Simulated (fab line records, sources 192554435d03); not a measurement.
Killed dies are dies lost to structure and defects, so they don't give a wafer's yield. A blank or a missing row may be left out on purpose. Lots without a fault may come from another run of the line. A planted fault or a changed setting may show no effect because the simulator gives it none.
Split-lot experiment | flow n5_finfet | 7 lots, 39 wafers read, on a route of 1938 steps

THE SPLIT
At N5_PASSIVATION_ETCH_54 (etches SiO2 in CHF3/O2, target depth 880 nm, time 440 s), the setting time_s was moved away from the recipe's 440 s on 15 of the 39 wafers read, by -39.5% to +58.5%. The other wafers ran this setting at the recipe's value.

The reading is taken at the split's own step.

THE READING
etch.depth_nm (the simulator's own value, which no gauge read), in nm, at N5_PASSIVATION_ETCH_54 (etches SiO2 in CHF3/O2, target depth 880 nm, time 440 s). The file gives no usual value for it. The 24 wafers here that ran the recipe average 876.6 nm, standard deviation 13 nm.

wafer  | tool, chamber at the split | time_s as run, s | against the recipe | etch.depth_nm, nm | against lot-mates on the recipe
L075.1 | rie_diel-03, 0             | 440              | recipe             | 857.3             | -
L075.2 | rie_diel-03, 1             | 266.4            | -39.5%             | 531.5             | -346.3
L075.3 | rie_diel-03, 2             | 440              | recipe             | 878.4             | -
L075.4 | rie_diel-03, 3             | 440              | recipe             | 897.8             | -
L075.5 | rie_diel-03, 0             | 266.4            | -39.5%             | 525.9             | -351.9
L075.6 | rie_diel-03, 1             | 266.4            | -39.5%             | 529.5             | -348.3
L078.1 | rie_diel-04, 2             | 651              | +48.0%             | 1311              | +438.6
L078.2 | rie_diel-04, 3             | 440              | recipe             | 858.6             | -
L078.3 | rie_diel-04, 0             | 651              | +48.0%             | 1310              | +437.6
L078.4 | rie_diel-04, 1             | 440              | recipe             | 876.1             | -
L078.5 | rie_diel-04, 1             | 651              | +48.0%             | 1309              | +436.6
L078.6 | rie_diel-04, 2             | 440              | recipe             | 882.5             | -
L079.1 | rie_diel-03, 2             | 697.4            | +58.5%             | 1397              | +516.3
L079.2 | rie_diel-03, 3             | 440              | recipe             | 896.1             | -
L079.3 | rie_diel-03, 0             | 697.4            | +58.5%             | 1368              | +487.3
L079.4 | rie_diel-03, 1             | 440              | recipe             | 876.5             | -
L079.5 | rie_diel-03, 1             | 697.4            | +58.5%             | 1387              | +506.3
L079.6 | rie_diel-03, 0             | 440              | recipe             | 869.6             | -
L087.1 | rie_diel-04, 0             | 584.3            | +32.8%             | 1173              | +312.7
L087.2 | rie_diel-04, 1             | 440              | recipe             | 871.7             | -
L087.3 | rie_diel-04, 2             | 584.3            | +32.8%             | 1169              | +308.7
L087.4 | rie_diel-04, 3             | 440              | recipe             | 838.8             | -
L087.5 | rie_diel-04, 3             | 584.3            | +32.8%             | 1110              | +249.7
L087.6 | rie_diel-04, 0             | 440              | recipe             | 870.5             | -
L088.2 | rie_diel-04, 0             | 440              | recipe             | 885.8             | -
L088.3 | rie_diel-04, 2             | 440              | recipe             | 886.8             | -
L088.4 | rie_diel-04, 1             | 440              | recipe             | 881.9             | -
L092.1 | rie_diel-01, 1             | 679.5            | +54.4%             | 1370              | +490.8
L092.2 | rie_diel-01, 0             | 440              | recipe             | 887.7             | -
L092.3 | rie_diel-01, 2             | 679.5            | +54.4%             | 1328              | +448.8
L092.4 | rie_diel-01, 3             | 440              | recipe             | 861.7             | -
L092.5 | rie_diel-01, 2             | 679.5            | +54.4%             | 1338              | +458.8
L092.6 | rie_diel-01, 1             | 440              | recipe             | 888.3             | -
L093.1 | rie_diel-03, 1             | 440              | recipe             | 878.7             | -
L093.2 | rie_diel-03, 2             | 440              | recipe             | 877               | -
L093.3 | rie_diel-03, 0             | 440              | recipe             | 866.5             | -
L093.4 | rie_diel-03, 3,2           | 440              | recipe             | 885.9             | -
L093.6 | rie_diel-03, 3,2           | 440              | recipe             | 885.9             | -
L093.5 | rie_diel-03, 1             | 440              | recipe             | 879.4             | -
Where a row lists several chambers, the file gives one row for several wafers and doesn't say which wafer went through which chamber.

THE FIT
A straight line over all 39 wafers: etch.depth_nm changes by +8.73 nm for each +1% of time_s; r = +1.00; the points scatter about the line by 16 nm.
The same after taking each lot's own level away (the mean of its wafers on the recipe; 39 wafers): +8.76 nm for each +1%; r = +1.00; scatter 15 nm.
On that fit, the largest move of time_s shifts the reading by 5.1e+02 nm.
The lots' own levels span 860.33 to 884.83 nm, that is 1.9 times the standard deviation above.
So the lot-to-lot level changes the slope little: the two slopes agree.
Check: with one of the wafers moved furthest among these (+58.5%) left out of the fit, the line predicts +512 nm for it against its lot-mates. It came out at +516 nm against them.

OTHER SPLITS ON THESE WAFERS
These wafers also went through other splits before the reading. Each is held against what the fit with the lots' levels taken away leaves over:
other split on the same wafers      | wafers away from the commonest value | r with etch.depth_nm (lot level and that fit taken away)
N5_BEOL_M13_ILD_DEP_00 target_thk_a | 15                                   | +0.02
N5_BEOL_M15_ETCH_61 time_s          | 15                                   | +0.30

THE WHOLE CHAIN: every reading that the file lists as answering this split, in the file's order
step                   | what it does                                            | reading                                                                       | change (the file's fit)              | r (the file's)
N5_PASSIVATION_ETCH_54 | etches SiO2 in CHF3/O2, target depth 880 nm, time 440 s | PASSIVATION.feature_depth_nm (the simulator's own value, which no gauge read) | +8.75 nm for each +1% of the setting | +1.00
N5_PASSIVATION_ETCH_54 | etches SiO2 in CHF3/O2, target depth 880 nm, time 440 s | etch.depth_nm (the simulator's own value, which no gauge read)                | +8.75 nm for each +1% of the setting | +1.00

THE FILE'S OWN FIT
etch.depth_nm changes by +8.75 nm for each +1% of time_s, r = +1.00.
